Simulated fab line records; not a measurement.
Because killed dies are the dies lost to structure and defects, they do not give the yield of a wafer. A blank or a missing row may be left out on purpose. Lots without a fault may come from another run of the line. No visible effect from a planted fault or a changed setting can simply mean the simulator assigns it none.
A single fault, viewed from 3 desks    flow n5 finfet    each desk holds nothing but its own numbers, with what lay behind them at the end

THE DEFECT DESK
Lot by lot, what the route's inspections counted, given as the mean of those sampled wafers with a number. A lot is out of limits, marked OUT, if its mean lies more than 4 standard deviations from the usual mean; the brackets give that distance.
Columns: A = raw defect count at N5_SDB_INSPECT_13, usual 67
lot   first seen here  A
L153  day 5 13:41      81
L157  day 6 11:57      48
L159  day 7 01:52      55
L160  day 7 09:56      49
L166  day 8 19:02      76
L168  day 9 05:41      71
Result from this desk: across the 6 lots, nothing is out of limits.

THE METROLOGY DESK
What the gauges read, lot by lot, whatever tool the lot ran on: means of the sampled wafers that have a number. A lot is out of limits, marked OUT, if its mean lies more than 4 standard deviations from the usual mean; the brackets give that distance. Of its 12 readings 7 are shown: those that lie furthest out on some lot.
Columns: A = cd nm at N5_SDB_CD_MEAS_11, usual 50.5 nm; B = SDB_OVL at N5_SDB_OVL_MEAS_12, usual 0.1 nm; C = DIBL_P at N5_BEOL_M4_RC_MEAS_101, usual 35.8 mV/V; D = IOFF_N at N5_BEOL_M4_RC_MEAS_101, usual 0.15 nA/um; E = ION_N at N5_BEOL_M4_RC_MEAS_101, usual 670 uA/um; F = SS_N at N5_BEOL_M4_RC_MEAS_101, usual 71.5 mV/dec; G = SS_P at N5_BEOL_M4_RC_MEAS_101, usual 73.2 mV/dec
lot   first seen here  A     B     C     D     E    F     G
L153  day 5 13:38      50.7  -0.8  38.2  0.18  683  71.9  73.4
L157  day 6 11:53      49.6  0.6   35.8  0.15  664  71.8  73.5
L159  day 7 01:49      49.9  0.3   34.7  0.13  664  71.6  72.9
L160  day 7 09:53      50.4  -1.0  37.2  0.16  676  72.1  73.0
L166  day 8 18:59      52.3  0.0   34.2  0.13  657  70.8  72.4
L168  day 9 05:38      49.8  -0.3  35.8  0.15  682  70.9  73.3
Result from this desk: across the 6 lots, nothing is out of limits.

DESK OF THE TOOL OWNER: rie diel-04
The tool's own readings at N5_SDB_ETCH_25 (etches SiO2 in C4F6/O2, target depth 10 nm, time 3.3 s): means of the sampled wafers that have a number, for each lot that ran on this tool. A lot is out of limits, marked OUT, if its mean lies more than 4 standard deviations from the usual mean; the brackets give that distance.
Columns: A = drypump motor current A at N5_SDB_ETCH_25, usual 5.8 A; B = oes_o_777_au at N5_SDB_ETCH_25, usual 0.80 a.u.; C = oes product au at N5_SDB_ETCH_25, usual 0.80 a.u.; D = rf vpp V at N5_SDB_ETCH_25, usual 667 V; E = showerhead plenum p Torr at N5_SDB_ETCH_25, usual 2.87 Torr; F = throttle valve pct at N5_SDB_ETCH_25, usual 21.14 %
lot   first seen here  A    B     C     D    E     F
L153  day 5 14:15      5.8  0.85  0.85  660  2.89  21.10
L159  day 7 03:13      5.5  0.90  0.91  665  2.96  20.95
L166  day 8 19:52      5.5  0.86  0.97  658  2.90  21.06
L168  day 9 06:23      6.0  0.72  0.90  668  2.90  21.45
Result from this desk: across the 4 lots, nothing is out of limits.

ALL TOGETHER
Nothing the defect desk looked at was out of limits.
Metrology desk: nothing out of limits seen.
Nothing out of limits was seen by the tool owner's desk.

WHAT THE SIMULATOR HAD INSERTED
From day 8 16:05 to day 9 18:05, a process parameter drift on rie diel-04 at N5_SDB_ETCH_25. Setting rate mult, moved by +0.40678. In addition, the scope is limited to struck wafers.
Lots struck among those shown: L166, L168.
